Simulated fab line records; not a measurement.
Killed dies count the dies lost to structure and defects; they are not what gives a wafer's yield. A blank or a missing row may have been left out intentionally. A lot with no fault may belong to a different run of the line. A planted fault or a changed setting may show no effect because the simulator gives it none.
Chamber matching -- flow nand_harc -- NHARC_P_ZERO_WELL_DESCUM_39 on rie_diel-11 has 4 sister chambers
The step chemistry O2, time 3 s. 4 wafers are shown with their chamber, then 7 later ones without.

EACH WAFER AND ITS CHAMBER
wafer,chamber,drypump_motor_current_A (A)
L268.4,2,6.06
L270.2,3,5.70
L272.2,0,5.95
L272.3,1,5.47

WAFERS WITHOUT THEIR CHAMBER
wafer,drypump_motor_current_A (A)
L272.6,5.67
L280.3,5.95
L280.4,5.47
L280.6,5.48
L281.2,5.94
L281.3,5.70
L281.4,5.47

WHICH CHAMBER EACH WENT THROUGH
wafer,from the rows above,in truth
L272.6,3,3
L280.3,0,0
L280.4,1,1
L280.6,1,1
L281.2,0,0
L281.3,3,3
L281.4,1,1
Correct placement for 7 of the 7. Can't be placed from these rows: 0. 0 placed wrongly.
How it was worked out, from the rows above alone: a wafer's distance from a chamber is the root of the sum, over the readings, of the square of ((its reading less the chamber's mean) divided by the reading's scatter). If the next closest chamber is less than 2 further off than the closest, the wafer can't be placed; otherwise it belongs to the closest. The mean given for a chamber averages the wafers shown for that chamber. The scatter: with one shown wafer a chamber, the root of the mean of the squares of how far each hidden wafer lies from its nearest shown one.
